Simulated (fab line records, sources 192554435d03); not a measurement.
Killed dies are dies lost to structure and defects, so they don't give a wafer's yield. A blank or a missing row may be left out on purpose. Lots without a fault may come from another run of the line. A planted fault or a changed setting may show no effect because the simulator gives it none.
Chamber matching | flow n5_finfet | N5_PASSIVATION_VIA_ETCH_13 on rie_diel-02: 4 sister chambers
The step etches SiO2 in CHF3/O2, target depth 660 nm, time 330 s. 20 wafers are shown with their chamber, then 10 later ones without.

WAFERS WITH THEIR CHAMBER
wafer  | chamber | drypump_motor_current_A (A) | showerhead_plenum_p_Torr (Torr) | rf_vpp_V (V)
L074.1 | 1       | 5.63                        | 2.33                            | 530
L074.2 | 0       | 5.10                        | 2.46                            | 537
L074.5 | 0       | 5.09                        | 2.46                            | 535
L075.1 | 2       | 5.84                        | 2.42                            | 542
L075.2 | 3       | 5.35                        | 2.30                            | 515
L075.3 | 0       | 5.14                        | 2.46                            | 536
L080.4 | 0       | 5.10                        | 2.46                            | 537
L080.5 | 1       | 5.63                        | 2.32                            | 530
L080.6 | 0       | 5.11                        | 2.46                            | 536
L081.3 | 3       | 5.35                        | 2.29                            | 518
L081.4 | 0       | 5.11                        | 2.46                            | 537
L081.5 | 3       | 5.34                        | 2.29                            | 518
L082.1 | 0       | 5.11                        | 2.46                            | 536
L082.2 | 3       | 5.33                        | 2.29                            | 518
L082.6 | 1       | 5.66                        | 2.32                            | 531
L086.1 | 3       | 5.35                        | 2.29                            | 517
L086.2 | 1       | 5.68                        | 2.31                            | 530
L086.4 | 2       | 5.83                        | 2.41                            | 541
L090.3 | 0       | 5.11                        | 2.45                            | 536
L090.5 | 1       | 5.67                        | 2.31                            | 530

SIGNATURES (means of the wafers above)
reading                  | chamber 0 | chamber 1 | chamber 2 | chamber 3 | scatter within a chamber
drypump_motor_current_A  | 5.1087    | 5.6540    | 5.8350    | 5.3440    | 0.0158
showerhead_plenum_p_Torr | 2.4588    | 2.3180    | 2.4150    | 2.2920    | 0.00558
rf_vpp_V                 | 536.25    | 530.20    | 541.50    | 517.20    | 0.851
Rule: a wafer's distance from a chamber is the root of the sum, over the readings, of the square of ((its reading less the chamber's mean) divided by the reading's scatter). The wafer belongs to the nearest chamber; if the next one is less than 2 further off, it can't be placed. The scatter: the root of (the sum of the squares of (reading less its chamber's mean) over the shown wafers, divided by (wafers less chambers)).

WAFERS WITHOUT THEIR CHAMBER
wafer  | drypump_motor_current_A (A) | showerhead_plenum_p_Torr (Torr) | rf_vpp_V (V)
L090.6 | 5.09                        | 2.45                            | 536
L092.2 | 5.84                        | 2.40                            | 543
L092.4 | 5.34                        | 2.28                            | 517
L092.6 | 5.32                        | 2.28                            | 517
L093.1 | 5.87                        | 2.40                            | 541
L093.4 | 5.65                        | 2.31                            | 529
L093.6 | 5.85                        | 2.40                            | 543
L097.1 | 5.32                        | 2.28                            | 517
L097.2 | 5.81                        | 2.40                            | 541
L097.3 | 5.69                        | 2.31                            | 532

WHICH CHAMBER EACH WENT THROUGH
wafer  | from the rows above | in truth
L090.6 | 0                   | 0
L092.2 | 2                   | 2
L092.4 | 3                   | 3
L092.6 | 3                   | 3
L093.1 | 2                   | 2
L093.4 | 1                   | 1
L093.6 | 2                   | 2
L097.1 | 3                   | 3
L097.2 | 2                   | 2
L097.3 | 1                   | 1
Placed correctly: 10 of 10. Can't be placed from these rows: 0. Placed wrongly: 0.
